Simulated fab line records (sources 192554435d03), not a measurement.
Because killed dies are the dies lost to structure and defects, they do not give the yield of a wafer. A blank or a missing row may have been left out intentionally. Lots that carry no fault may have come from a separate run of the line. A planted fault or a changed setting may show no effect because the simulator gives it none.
fab line records | flow n5-finfet
[record] lots = 7 | wafers = 39
route steps=1938 shown DUMMY_GATE@228 SD_EPI_N@279 SD_EPI_P@321 SD_ACTIVATION@330
start-h: hours from the record's first day to the start of the lot's first wafer shown | wait-h: hours from the lot's prior step to this one | " same as the row above | L1.1+2: several wafers, shown together as one row | - no value, or no start given | * or withheld: withheld | < > ~ a bound
route shown NAME@n: names a module that has steps shown in the file, with the first one's number in the route | usual: mean/standard deviation of fault-free wafers | same: alike in all rows | chamber/n: place in a boat | sites: each site's reading | _std_site: the standard deviation of these | _edge_site: outer sites' mean less inner sites' | radius-mm: how far each site lies from the wafer's centre | mask NAME#n: copy n | behind: tool/chamber where the wafer was last shaped | hold: what put the lot on hold/how long, in hours/how the hold closed | device: names the non-switching transistor (n, p or np) | end of line: tests run on the same wafers once the route is complete | a step with no rows: only its recipe | killed: the dies lost at the first sort to structure and to defects; this is not the yield of the wafer | map: a wafer's dies, x killed, . not, _ none there
set.NAME: the run value of the setting; set.NAME@STEP: its run value at that earlier step | model.NAME: the simulator's own value behind a step, which no gauge read
lots with deliberately changed settings; one table per step, one row per wafer
[[steps]]
[step N5_DUMMY_GATE_EXPOSE_12]
[recipe] mask-id = GATE | na = 0.33 | source-shape = annular | sigma-inner = 0.2 | sigma-outer = 0.6 | polarization = unpolarized | target-cd-nm = 25 | dose-mj = 34
lot.wafer        | tool           | chamber | start-h | wait-h | mask   | set.dose-mj
L078.1+3+6       | euv-scanner-02 | 0       | 74.93   | -      | GATE#0 | 36.27
L078.2+4+5       | "              | 0       | "       | "      | GATE#0 | 34
L079.1+2+3+4+5+6 | euv-scanner-02 | 0       | 82.16   | -      | GATE#0 | 34
L083.1+3+6       | euv-scanner-02 | 0       | 100.83  | -      | GATE#0 | 36.58
L083.2+4+5       | "              | 0       | "       | "      | GATE#0 | 34
L085.1+2+3+4+5+6 | euv-scanner-02 | 0       | 114.89  | -      | GATE#0 | 34
L087.1+2+3+4+5+6 | euv-scanner-02 | 0       | 124.59  | -      | GATE#0 | 34
L090.1+4+6       | euv-scanner-01 | 0       | 150.36  | -      | GATE#0 | 34
L090.2+3+5       | "              | 0       | "       | "      | GATE#0 | 36.19
L093.1+3+4       | euv-scanner-02 | 0       | 162.26  | -      | GATE#0 | 34
[step N5_DUMMY_GATE_PEB_13]
[recipe] peb-temp-c = 100 | peb-time-s = 60 | resist = CAR-EUV
[step N5_DUMMY_GATE_DEVELOP_14]
[recipe] develop-time-s = 30 | developer = TMAH | resist = CAR-EUV | rinse-liquid = surfactant-rinse | dry = air-spin | dev-temp-c = 23
[step N5_DUMMY_GATE_CD_MEAS_15]
[recipe] target-cd-nm = 25.8 | landing-energy-ev = 500 | detector = se-inlens
[usual] cd-nm = 24.92/0.23
lot.wafer | tool      | chamber | start-h | wait-h | set.dose-mj@DUMMY_GATE_EXPOSE_12 | cd-nm
L078.1    | cd-sem-01 | 0       | 75.06   | -      | 36.27                            | 23.66
L078.2    | "         | 0       | "       | "      | 34                               | 24.80
L078.3    | "         | 0       | "       | "      | 36.27                            | 23.36
L078.4    | "         | 0       | "       | "      | 34                               | 24.71
L078.5    | "         | 0       | "       | "      | 34                               | 24.30
L078.6    | "         | 0       | "       | "      | 36.27                            | 23.43
L079.1    | cd-sem-03 | 0       | 82.29   | -      | 34                               | 25.04
L079.2    | "         | 0       | "       | "      | 34                               | 24.66
L079.3    | "         | 0       | "       | "      | 34                               | 24.83
L079.4    | "         | 0       | "       | "      | 34                               | 24.68
L079.5    | "         | 0       | "       | "      | 34                               | 24.71
L079.6    | "         | 0       | "       | "      | 34                               | 24.93
L083.1    | cd-sem-02 | 0       | 100.96  | -      | 36.58                            | 23.89
L083.2    | "         | 0       | "       | "      | 34                               | 25.00
L083.3    | "         | 0       | "       | "      | 36.58                            | 23.28
L083.4    | "         | 0       | "       | "      | 34                               | 25.05
L083.5    | "         | 0       | "       | "      | 34                               | 24.88
L083.6    | "         | 0       | "       | "      | 36.58                            | 23.37
L085.1    | cd-sem-03 | 0       | 115.02  | -      | 34                               | 24.92
L085.2    | "         | 0       | "       | "      | 34                               | 25.12
L085.3    | "         | 0       | "       | "      | 34                               | 25.12
L085.4    | "         | 0       | "       | "      | 34                               | 24.94
L085.5    | "         | 0       | "       | "      | 34                               | 24.97
L085.6    | "         | 0       | "       | "      | 34                               | 24.67
L087.1    | cd-sem-02 | 0       | 124.72  | -      | 34                               | 25.26
L087.2    | "         | 0       | "       | "      | 34                               | 24.94
L087.3    | "         | 0       | "       | "      | 34                               | 24.76
L087.4    | "         | 0       | "       | "      | 34                               | 25.12
L087.5    | "         | 0       | "       | "      | 34                               | 24.98
L087.6    | "         | 0       | "       | "      | 34                               | 25.13
L090.1    | cd-sem-01 | 0       | 150.49  | -      | 34                               | 24.80
L090.2    | "         | 0       | "       | "      | 36.19                            | 23.96
L090.3    | "         | 0       | "       | "      | 36.19                            | 23.93
L090.4    | "         | 0       | "       | "      | 34                               | 24.76
L090.5    | "         | 0       | "       | "      | 36.19                            | 23.77
L090.6    | "         | 0       | "       | "      | 34                               | 24.80
L093.1    | cd-sem-03 | 0       | 162.39  | -      | 34                               | 24.53
L093.3    | "         | 0       | "       | "      | 34                               | 24.48
L093.4    | "         | 0       | "       | "      | 34                               | 25.15
[step N5_DUMMY_GATE_STRIP_38]
[recipe] chemistry = N2/H2 | temp-c = 40 | n2-flow-sccm = 200 | h2-flow-sccm = 200 | rf-frequency-hz = 6e+07
[step N5_DUMMY_GATE_STRIP_39]
[recipe] chemistry = N2/H2 | temp-c = 40 | n2-flow-sccm = 200 | h2-flow-sccm = 200 | rf-frequency-hz = 6e+07
[step N5_DUMMY_GATE_TRIM_49]
[recipe] chemistry = O2 | resist = SOC | time-s = 29 | target-cd-nm = 14 | source-power-w = 300 | bias-power-w = 0 | O2_flow_sccm = 100 | temp-c = 20
lot.wafer      | tool      | chamber   | start-h | wait-h | set.dose-mj@DUMMY_GATE_EXPOSE_12 | model.DUMMY_GATE.cd-nm
L078.1+6       | rie-si-01 | 3,2       | 75.42   | 0.0    | 36.27                            | 12.8
L078.2         | "         | 1         | "       | "      | 34                               | 14
L078.3         | "         | 2         | "       | "      | 36.27                            | 12.6
L078.4+5       | "         | 3,1       | "       | "      | 34                               | 13.8
L079.1         | rie-si-03 | 2         | 82.64   | 0.0    | 34                               | 14.2
L079.2+3       | "         | 3,0       | "       | "      | 34                               | 13.4
L079.4         | "         | 2         | "       | "      | 34                               | 14
L079.5         | "         | 3         | "       | "      | 34                               | 13.2
L079.6         | "         | 0         | "       | "      | 34                               | 13.8
L083.1         | rie-si-05 | 0         | 101.32  | 0.0    | 36.58                            | 12.6
L083.2         | "         | 2         | "       | "      | 34                               | 14
L083.3+6       | "         | 3         | "       | "      | 36.58                            | 12.8
L083.4+5       | "         | 1,2       | "       | "      | 34                               | 14.2
L085.1         | rie-si-01 | 1         | 115.39  | 0.0    | 34                               | 14.6
L085.2+3+4+5+6 | "         | 3,0,0,1,3 | "       | "      | 34                               | 14.2
L087.1+3+5     | rie-si-05 | 1,2,2     | 125.08  | 0.0    | 34                               | 14
L087.2         | "         | 0         | "       | "      | 34                               | 14.4
L087.4         | "         | 3         | "       | "      | 34                               | 14.2
L087.6         | "         | 1         | "       | "      | 34                               | 13.8
L090.1         | rie-si-03 | 3         | 151.07  | 0.0    | 34                               | 14.2
L090.2         | "         | 2         | "       | "      | 36.19                            | 13.2
L090.3+5       | "         | 0,2       | "       | "      | 36.19                            | 13
L090.4         | "         | 1         | "       | "      | 34                               | 13.8
L090.6         | "         | 3         | "       | "      | 34                               | 14
L093.1         | rie-si-01 | 1         | 162.75  | 0.0    | 34                               | 13.8
L093.3+4       | "         | 3,2       | "       | "      | 34                               | 14.2
[step N5_DUMMY_GATE_STRIP_40]
[recipe] chemistry = CF4 | resist = SiARC | power-w = 300 | bias-power-w = 75 | pressure-mtorr = 50 | cf4-flow-sccm = 150 | rf-frequency-hz = 6e+07
[step N5_DUMMY_GATE_ETCH_44]
[recipe] chemistry = HBr/O2 | over-etch-frac = 0.7 | target-depth-a = 1275 | stop-on = SiO2 | ion-energy-ev = 60 | bias-w = 20 | target = poly-Si | mask-material = SiO2 | pressure-mtorr = 20 | icp-w = 400 | HBr_flow_sccm = 120 | O2_flow_sccm = 10
[step N5_DUMMY_GATE_ETCH_42]
[recipe] chemistry = CHF3/O2 | target = SiO2 | target-depth-a = 35 | time-s = 31 | ion-energy-ev = 30 | bias-w = 12 | pressure-mtorr = 30 | source-w = 600 | Ar_flow_sccm = 200 | CHF3_flow_sccm = 50 | O2_flow_sccm = 5
lot.wafer  | tool        | chamber | start-h | wait-h | set.dose-mj@DUMMY_GATE_EXPOSE_12 | model.DUMMY_GATE.cd-nm
L078.1     | rie-diel-01 | 2       | 76.17   | 0.0    | 36.27                            | 13.6
L078.2     | "           | 1       | "       | "      | 34                               | 15.2
L078.3     | "           | 0       | "       | "      | 36.27                            | 13.4
L078.4+5   | "           | 3,2     | "       | "      | 34                               | 14.8
L078.6     | "           | 1       | "       | "      | 36.27                            | 14
L079.1     | rie-diel-04 | 0       | 83.34   | 0.0    | 34                               | 14.6
L079.2+3   | "           | 1,3     | "       | "      | 34                               | 14.2
L079.4     | "           | 1       | "       | "      | 34                               | 14.4
L079.5     | "           | 0       | "       | "      | 34                               | 14
L079.6     | "           | 3       | "       | "      | 34                               | 14.8
L083.1     | rie-diel-04 | 1       | 102.27  | 0.0    | 36.58                            | 13.4
L083.2     | "           | 0       | "       | "      | 34                               | 15.2
L083.3     | "           | 3       | "       | "      | 36.58                            | 13.8
L083.4     | "           | 2       | "       | "      | 34                               | 15
L083.5     | "           | 2       | "       | "      | 34                               | 15.4
L083.6     | "           | 1       | "       | "      | 36.58                            | 14
L085.1     | rie-diel-04 | 2       | 116.09  | 0.0    | 34                               | 15.6
L085.2     | "           | 1       | "       | "      | 34                               | 14.8
L085.3     | "           | 3       | "       | "      | 34                               | 15.2
L085.4     | "           | 0       | "       | "      | 34                               | 15.4
L085.5+6   | "           | 1,2     | "       | "      | 34                               | 15
L087.1+4+6 | rie-diel-04 | 0,3,1   | 126.04  | 0.0    | 34                               | 15
L087.2     | "           | 1       | "       | "      | 34                               | 15.4
L087.3     | "           | 2       | "       | "      | 34                               | 14.8
L087.5     | "           | 0       | "       | "      | 34                               | 14.6
L090.1     | rie-diel-05 | 0       | 151.83  | 0.1    | 34                               | 15
L090.2     | "           | 1       | "       | "      | 36.19                            | 14.2
L090.3     | "           | 2       | "       | "      | 36.19                            | 13.8
L090.4     | "           | 3       | "       | "      | 34                               | 14.6
L090.5     | "           | 2       | "       | "      | 36.19                            | 13.6
L090.6     | "           | 1       | "       | "      | 34                               | 14.8
L093.1     | rie-diel-01 | 0       | 163.44  | 0.0    | 34                               | 14.6
L093.3     | "           | 3       | "       | "      | 34                               | 15.4
L093.4     | "           | 1       | "       | "      | 34                               | 14.8
[step N5_SD_EPI_N_ETCH_16]
[recipe] chemistry = CHF3/O2 | target = SiO2 | target-depth-a = 50 | mask-material = SOC | pressure-mtorr = 30 | source-w = 650 | bias-w = 170 | Ar_flow_sccm = 200 | CHF3_flow_sccm = 50 | O2_flow_sccm = 5 | ion-energy-ev = 200
lot.wafer | tool        | chamber | start-h | wait-h | set.target-depth-a | model.etch.depth-nm
L078.1    | rie-diel-03 | 3       | 78.26   | 0.1    | 50                 | 5.053
L078.2    | "           | 1       | "       | "      | 50                 | 4.919
L078.3    | "           | 0       | "       | "      | 50                 | 5.087
L078.4    | "           | 3       | "       | "      | 47.91              | 4.88
L078.5    | "           | 0       | "       | "      | 47.91              | 4.851
L078.6    | "           | 1       | "       | "      | 47.91              | 4.723
L079.1    | rie-diel-03 | 0       | 85.34   | 0.1    | 50                 | 4.997
L079.2    | "           | 1       | "       | "      | 45.27              | 4.394
L079.3    | "           | 3       | "       | "      | 45.27              | 4.545
L079.4    | "           | 3       | "       | "      | 50                 | 5.075
L079.5    | "           | 0       | "       | "      | 45.27              | 4.555
L079.6    | "           | 1       | "       | "      | 50                 | 4.877
L083.1    | rie-diel-03 | 2       | 105.08  | 0.1    | 50                 | 5.085
L083.2    | "           | 1       | "       | "      | 50                 | 4.891
L083.3    | "           | 0       | "       | "      | 50                 | 5.045
L083.4    | "           | 0       | "       | "      | 50                 | 5.039
L083.5    | "           | 2       | "       | "      | 50                 | 5.054
L083.6    | "           | 1       | "       | "      | 50                 | 4.874
L085.1    | rie-diel-03 | 0       | 118.54  | 0.1    | 50                 | 5.04
L085.2    | "           | 2       | "       | "      | 44.79              | 4.53
L085.3    | "           | 3       | "       | "      | 44.79              | 4.522
L085.4    | "           | 1       | "       | "      | 50                 | 4.856
L085.5    | "           | 3       | "       | "      | 50                 | 5.028
L085.6    | "           | 0       | "       | "      | 44.79              | 4.464
L087.1    | rie-diel-03 | 1       | 127.99  | 0.1    | 50                 | 4.926
L087.2    | "           | 2       | "       | "      | 55.19              | 5.558
L087.3    | "           | 3       | "       | "      | 55.19              | 5.618
L087.4    | "           | 0       | "       | "      | 50                 | 5.053
L087.5    | "           | 0       | "       | "      | 50                 | 5.023
L087.6    | "           | 1       | "       | "      | 55.19              | 5.391
L090.1    | rie-diel-02 | 2       | 153.77  | 0.1    | 50                 | 5.038
L090.2+5  | "           | 1       | "       | "      | 43.54              | 4.228
L090.3    | "           | 3       | "       | "      | 50                 | 4.909
L090.4    | "           | 0       | "       | "      | 43.54              | 4.244
L090.6    | "           | 0       | "       | "      | 50                 | 4.866
L093.1    | rie-diel-06 | 2       | 165.45  | 0.1    | 50                 | 4.824
L093.3    | "           | 3       | "       | "      | 50                 | 4.979
L093.4    | "           | 2       | "       | "      | 50                 | 4.847
[step N5_SD_EPI_P_EPI_21]
[recipe] material = SiGe:B | dopant = B | temp-c = 550 | pressure-torr = 20 | ambient = H2 | time-s = 355
lot.wafer  | tool         | chamber | start-h | wait-h | set.time-s | model.SiGe-B_of_SD_EPI_P_EPI_21.thk-nm
L078.1+2+5 | epi-rpcvd-02 | 0       | 83.33   | 0.1    | 355        | 60.8
L078.3+6   | "            | 0       | "       | "      | 355        | 61.2
L078.4     | "            | 0       | "       | "      | 355        | 60.2
L079.1     | epi-rpcvd-04 | 0       | 93.36   | 0.2    | 355        | 60.8
L079.2     | "            | 0       | "       | "      | 355        | 61
L079.3     | "            | 0       | "       | "      | 355        | 61.4
L079.4     | "            | 0       | "       | "      | 377.9      | 63.4
L079.5     | "            | 0       | "       | "      | 377.9      | 64.6
L079.6     | "            | 0       | "       | "      | 377.9      | 63
L083.1+5   | epi-rpcvd-02 | 0       | 111.03  | 0.1    | 355        | 61.6
L083.2     | "            | 0       | "       | "      | 355        | 61.2
L083.3     | "            | 0       | "       | "      | 426.9      | 70
L083.4     | "            | 0       | "       | "      | 426.9      | 70.2
L083.6     | "            | 0       | "       | "      | 426.9      | 70.4
L085.1     | epi-rpcvd-02 | 0       | 123.69  | 0.1    | 313.7      | 56.8
L085.2     | "            | 0       | "       | "      | 313.7      | 56.6
L085.3     | "            | 0       | "       | "      | 313.7      | 57.8
L085.4+6   | "            | 0       | "       | "      | 355        | 62
L085.5     | "            | 0       | "       | "      | 355        | 62.6
L087.1+6   | epi-rpcvd-02 | 0       | 133.23  | 0.1    | 315.2      | 56.8
L087.2     | "            | 0       | "       | "      | 355        | 61.2
L087.3     | "            | 0       | "       | "      | 355        | 61.4
L087.4     | "            | 0       | "       | "      | 355        | 62.2
L087.5     | "            | 0       | "       | "      | 315.2      | 57.2
L090.1     | epi-rpcvd-03 | 0       | 161.05  | 0.1    | 310        | 55.2
L090.2     | "            | 0       | "       | "      | 310        | 56
L090.3     | "            | 0       | "       | "      | 355        | 60.2
L090.4     | "            | 0       | "       | "      | 310        | 55
L090.5     | "            | 0       | "       | "      | 355        | 60.8
L090.6     | "            | 0       | "       | "      | 355        | 61
L093.1+4   | epi-rpcvd-04 | 0       | 170.61  | 0.1    | 355        | 61.8
L093.3     | "            | 0       | "       | "      | 355        | 61.2
[step N5_SD_EPI_P_EPI_MEAS_23]
[recipe] mode = xrd
[usual] thk-nm = 60.9/1.4
lot.wafer | tool          | chamber | start-h | wait-h | set.time-s@SD_EPI_P_EPI_21 | thk-nm
L078.1    | film-metro-01 | -       | 85.53   | 1.8    | 355                        | 59.8
L078.2    | "             | -       | "       | "      | 355                        | 58.5
L078.3    | "             | -       | "       | "      | 355                        | 63.6
L078.4    | "             | -       | "       | "      | 355                        | 60.9
L078.5    | "             | -       | "       | "      | 355                        | 62.1
L078.6    | "             | -       | "       | "      | 355                        | 62.3
L079.1    | film-metro-02 | -       | 96.28   | 2.4    | 355                        | 60.0
L079.2    | "             | -       | "       | "      | 355                        | 58.5
L079.3    | "             | -       | "       | "      | 355                        | 62.3
L079.4    | "             | -       | "       | "      | 377.9                      | 66.3
L079.5    | "             | -       | "       | "      | 377.9                      | 66.7
L079.6    | "             | -       | "       | "      | 377.9                      | 64.3
L083.1    | film-metro-02 | -       | 113.22  | 1.8    | 355                        | 61.1
L083.2    | "             | -       | "       | "      | 355                        | 61.2
L083.3    | "             | -       | "       | "      | 426.9                      | 70.4
L083.4    | "             | -       | "       | "      | 426.9                      | 69.8
L083.5    | "             | -       | "       | "      | 355                        | 60.4
L083.6    | "             | -       | "       | "      | 426.9                      | 71.7
L085.1    | film-metro-02 | -       | 125.89  | 1.8    | 313.7                      | 56.2
L085.2    | "             | -       | "       | "      | 313.7                      | 54.5
L085.3    | "             | -       | "       | "      | 313.7                      | 58.6
L085.4    | "             | -       | "       | "      | 355                        | 63.3
L085.5    | "             | -       | "       | "      | 355                        | 63.1
L085.6    | "             | -       | "       | "      | 355                        | 64.8
L087.1    | film-metro-01 | -       | 135.44  | 1.9    | 315.2                      | 58.1
L087.2    | "             | -       | "       | "      | 355                        | 60.3
L087.3    | "             | -       | "       | "      | 355                        | 63.8
L087.4    | "             | -       | "       | "      | 355                        | 61.8
L087.5    | "             | -       | "       | "      | 315.2                      | 59.7
L087.6    | "             | -       | "       | "      | 315.2                      | 58.1
L090.1    | film-metro-02 | -       | 163.25  | 1.8    | 310                        | 54.9
L090.2    | "             | -       | "       | "      | 310                        | 54.3
L090.3    | "             | -       | "       | "      | 355                        | 60.6
L090.4    | "             | -       | "       | "      | 310                        | 56.3
L090.5    | "             | -       | "       | "      | 355                        | 60.4
L090.6    | "             | -       | "       | "      | 355                        | 61.1
L093.1    | film-metro-02 | -       | 172.82  | 1.8    | 355                        | 59.6
L093.3    | "             | -       | "       | "      | 355                        | 61.7
L093.4    | "             | -       | "       | "      | 355                        | 62.3
[step N5_SD_EPI_P_HM_STRIP_48]
[recipe] chemistry = H3PO4 | temp-c = 160 | material = SiNx | target = SiNx | target-depth-a = 30 | overetch-fraction = 0.3
lot.wafer | tool         | chamber | start-h | wait-h | set.time-s@SD_EPI_P_EPI_21 | model.SiGe-B_of_SD_EPI_P_EPI_21.thk-nm
L078.1+5  | wet-bench-01 | 3,1     | 85.56   | 0.0    | 355                        | 60.4
L078.2    | "            | 0       | "       | "      | 355                        | 60.6
L078.3+6  | "            | 2,4     | "       | "      | 355                        | 61
L078.4    | "            | 7       | "       | "      | 355                        | 59.8
L079.1    | wet-bench-01 | 3       | 96.31   | 0.0    | 355                        | 60.4
L079.2    | "            | 4       | "       | "      | 355                        | 60.6
L079.3    | "            | 5       | "       | "      | 355                        | 61
L079.4    | "            | 7       | "       | "      | 377.9                      | 63.2
L079.5    | "            | 2       | "       | "      | 377.9                      | 64.2
L079.6    | "            | 6       | "       | "      | 377.9                      | 62.6
L083.1+5  | wet-bench-01 | 2,5     | 113.26  | 0.0    | 355                        | 61.4
L083.2    | "            | 1       | "       | "      | 355                        | 61
L083.3    | "            | 4       | "       | "      | 426.9                      | 69.6
L083.4    | "            | 3       | "       | "      | 426.9                      | 69.8
L083.6    | "            | 6       | "       | "      | 426.9                      | 70
L085.1    | wet-bench-06 | 4       | 125.93  | 0.0    | 313.7                      | 56.6
L085.2    | "            | 1       | "       | "      | 313.7                      | 56.2
L085.3    | "            | 6       | "       | "      | 313.7                      | 57.4
L085.4    | "            | 5       | "       | "      | 355                        | 61.6
L085.5    | "            | 2       | "       | "      | 355                        | 62.4
L085.6    | "            | 3       | "       | "      | 355                        | 61.8
L087.1    | wet-bench-01 | 5       | 135.47  | 0.0    | 315.2                      | 56.6
L087.2    | "            | 6       | "       | "      | 355                        | 60.8
L087.3    | "            | 3       | "       | "      | 355                        | 61.2
L087.4    | "            | 7       | "       | "      | 355                        | 62
L087.5    | "            | 0       | "       | "      | 315.2                      | 57
L087.6    | "            | 4       | "       | "      | 315.2                      | 56.4
L090.1    | wet-bench-02 | 3       | 163.28  | 0.0    | 310                        | 54.8
L090.2    | "            | 1       | "       | "      | 310                        | 55.6
L090.3    | "            | 5       | "       | "      | 355                        | 60
L090.4    | "            | 0       | "       | "      | 310                        | 54.6
L090.5    | "            | 2       | "       | "      | 355                        | 60.4
L090.6    | "            | 4       | "       | "      | 355                        | 60.6
L093.1+4  | wet-bench-01 | 2,3     | 172.85  | 0.0    | 355                        | 61.4
L093.3    | "            | 5       | "       | "      | 355                        | 60.8
[step N5_SD_EPI_P_SRD_49]
[recipe] dry = ipa-marangoni | time-s = 30 | temp-c = 23 | rinse-liquid = diw
[step N5_SD_EPI_P_PRECLEAN_24]
[recipe] chemistry = O3/DIW | time-s = 45 | temp-c = 22 | o3-ppm = 10
[step N5_SD_ACTIVATION_RTA_00]
[recipe] temp-c = 975 | time-s = 0 | ambient = N2 | idle-temp-c = 600 | ramp-up-c-per-s = 150 | ramp-down-c-per-s = 60 | cool-to-c = 600
[step N5_SD_ACTIVATION_LSA_01]
[recipe] temp-c = 1080 | time-s = 0.0008 | ambient = N2
[step N5_SD_ACTIVATION_RS_MEAS_03]
[recipe] thk-meas-gauge = four-point-probe
[usual] RS_SD_N = 21.8/0.34 | RS_SD_P = 56.2/0.91
lot.wafer | tool          | chamber | start-h | wait-h | set.time-s@SD_EPI_P_EPI_21 | RS_SD_N[ohm/sq] | RS_SD_P[ohm/sq]
L078.1    | film-metro-01 | -       | 86.13   | 0.2    | 355                        | 22.4            | 56.5
L078.2    | "             | -       | "       | "      | 355                        | 22.2            | 56.8
L078.3    | "             | -       | "       | "      | 355                        | 22.0            | 56.3
L078.4    | "             | -       | "       | "      | 355                        | 22.0            | 57.4
L078.5    | "             | -       | "       | "      | 355                        | 22.1            | 56.5
L078.6    | "             | -       | "       | "      | 355                        | 22.2            | 56.5
L079.1    | film-metro-01 | -       | 96.88   | 0.2    | 355                        | 21.8            | 56.4
L079.2    | "             | -       | "       | "      | 355                        | 21.9            | 56.4
L079.3    | "             | -       | "       | "      | 355                        | 22.0            | 55.5
L079.4    | "             | -       | "       | "      | 377.9                      | 21.9            | 53.4
L079.5    | "             | -       | "       | "      | 377.9                      | 22.1            | 53.2
L079.6    | "             | -       | "       | "      | 377.9                      | 22.0            | 54.3
L083.1    | film-metro-02 | -       | 113.91  | 0.2    | 355                        | 22.1            | 55.3
L083.2    | "             | -       | "       | "      | 355                        | 22.7            | 56.0
L083.3    | "             | -       | "       | "      | 426.9                      | 22.6            | 49.1
L083.4    | "             | -       | "       | "      | 426.9                      | 22.7            | 48.9
L083.5    | "             | -       | "       | "      | 355                        | 22.4            | 56.0
L083.6    | "             | -       | "       | "      | 426.9                      | 22.1            | 48.3
L085.1    | film-metro-02 | -       | 126.50  | 0.2    | 313.7                      | 21.4            | 61.5
L085.2    | "             | -       | "       | "      | 313.7                      | 21.6            | 61.2
L085.3    | "             | -       | "       | "      | 313.7                      | 21.6            | 59.9
L085.4    | "             | -       | "       | "      | 355                        | 21.4            | 56.5
L085.5    | "             | -       | "       | "      | 355                        | 21.7            | 55.6
L085.6    | "             | -       | "       | "      | 355                        | 21.5            | 56.4
L087.1    | film-metro-02 | -       | 136.04  | 0.2    | 315.2                      | 21.5            | 61.2
L087.2    | "             | -       | "       | "      | 355                        | 21.5            | 56.8
L087.3    | "             | -       | "       | "      | 355                        | 21.2            | 56.3
L087.4    | "             | -       | "       | "      | 355                        | 21.7            | 55.6
L087.5    | "             | -       | "       | "      | 315.2                      | 21.3            | 60.9
L087.6    | "             | -       | "       | "      | 315.2                      | 21.6            | 61.3
L090.1    | film-metro-01 | -       | 163.86  | 0.2    | 310                        | 22.1            | 61.4
L090.2    | "             | -       | "       | "      | 310                        | 21.6            | 61.4
L090.3    | "             | -       | "       | "      | 355                        | 21.7            | 56.7
L090.4    | "             | -       | "       | "      | 310                        | 21.6            | 61.9
L090.5    | "             | -       | "       | "      | 355                        | 22.0            | 56.3
L090.6    | "             | -       | "       | "      | 355                        | 21.5            | 56.4
L093.1    | film-metro-01 | -       | 173.47  | 0.2    | 355                        | 21.9            | 54.5
L093.3    | "             | -       | "       | "      | 355                        | 21.9            | 54.8
L093.4    | "             | -       | "       | "      | 355                        | 21.6            | 54.6
[[key]]
[split] step = N5_DUMMY_GATE_EXPOSE_12 | setting = dose-mj | stated = 34 | by = wafer
[response] step = N5_DUMMY_GATE_CD_MEAS_15 | reading = cd-nm | change = -0.17 | per = 1% | r = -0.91
[response] step = N5_DUMMY_GATE_TRIM_49 | reading = model.DUMMY_GATE.cd-nm | change = -0.168 | per = 1% | r = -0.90
[response] step = N5_DUMMY_GATE_ETCH_42 | reading = model.DUMMY_GATE.cd-nm | change = -0.178 | per = 1% | r = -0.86
[split] step = N5_SD_EPI_N_ETCH_16 | setting = target-depth-a | stated = 50 | by = wafer
[response] step = N5_SD_EPI_N_ETCH_16 | reading = model.etch.depth-nm | change = +0.0507 | per = 1% | r = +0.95
[split] step = N5_SD_EPI_P_EPI_21 | setting = time-s | stated = 355 | by = wafer
[response] step = N5_SD_EPI_P_EPI_21 | reading = model.SiGe-B_of_SD_EPI_P_EPI_21.thk-nm | change = +0.426 | per = 1% | r = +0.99
[response] step = N5_SD_EPI_P_EPI_MEAS_23 | reading = thk-nm | change = * | per = 1% | r = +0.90
[response] step = N5_SD_EPI_P_HM_STRIP_48 | reading = model.SiGe-B_of_SD_EPI_P_EPI_21.thk-nm | change = +0.424 | per = 1% | r = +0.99
[response] step = N5_SD_ACTIVATION_RS_MEAS_03 | reading = RS_SD_P | change = -0.381 | per = 1% | r = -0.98
